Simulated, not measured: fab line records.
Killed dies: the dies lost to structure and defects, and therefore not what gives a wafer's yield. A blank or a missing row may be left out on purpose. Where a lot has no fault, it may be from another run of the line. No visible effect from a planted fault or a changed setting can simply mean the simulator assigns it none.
Which tool did it? | flow n5Finfet | 6 lots, 17 wafers sampled, at 3 steps of a route of 1938

== WHAT EACH GAUGE READ, for each wafer ==
N5_PASSIVATION_OVL_MEAS_63.
lot  | measured     | on         | PAD_OVL (nm)
L731 | day 16 05:29 | overlay-02 | -7 -5
L736 | day 17 06:01 | overlay-02 | -3 -3 -3
L738 | day 17 17:21 | overlay-02 | 4 3 0
L745 | day 20 06:12 | overlay-02 | 1 -7 -3
L748 | day 21 06:40 | overlay-02 | 1 9 3
L752 | day 20 18:10 | overlay-02 | -6 3 -3

== EACH LOT AND THE TOOL THAT RAN IT (in order: tool; ch and the chambers of the sampled wafers; start) ==
lot  | N5_BEOL_M7_PRECLEAN_42             | N5_PASSIVATION_DESCUM_12
L731 | wetBench-06 ch 2,7, day 13 09:01   | rieDiel-06 ch 0,3, day 16 04:06
L736 | wetBench-05 ch 2,3,6, day 13 16:02 | rieDiel-05 ch 1,3, day 17 04:21
L738 | wetBench-05 ch 1,2,5, day 14 00:50 | rieDiel-06 ch 0,1,2, day 17 15:39
L745 | wetBench-05 ch 2,3,4, day 16 21:38 | rieDiel-05 ch 1,3, day 20 04:13
L748 | wetBench-05 ch 1,4,6, day 17 05:53 | rieDiel-05 ch 1,2, day 21 04:56
L752 | wetBench-05 ch 1,2,5, day 17 11:36 | rieDiel-06 ch 0,1,2, day 20 16:24
- N5_BEOL_M7_PRECLEAN_42: cleans in residue remover, time 60 s.
- N5_PASSIVATION_DESCUM_12: chemistry O2, time 7.9 s.

== THE ANSWER, worked out from the rows above alone ==
Rule: what is usual is taken from the lots themselves. The widest of any qualifying gaps counts: lots, ordered by their means at a reading, are off when they make up no more than a third of the lots, leave a main group of 4 or more, and stand apart from it by 3 or more times the standard deviation of that group's means. A main group whose means are all the same, to the digits that the tables above print for the reading, isn't used. Also off: a lot with no number at a reading for which 4 or more lots have one. All remaining lots with rows at the step are treated as sound.
Nothing can be told from this: no lot is off at any reading shown.

== WHAT WAS PUT IN BY THE SIMULATOR ==
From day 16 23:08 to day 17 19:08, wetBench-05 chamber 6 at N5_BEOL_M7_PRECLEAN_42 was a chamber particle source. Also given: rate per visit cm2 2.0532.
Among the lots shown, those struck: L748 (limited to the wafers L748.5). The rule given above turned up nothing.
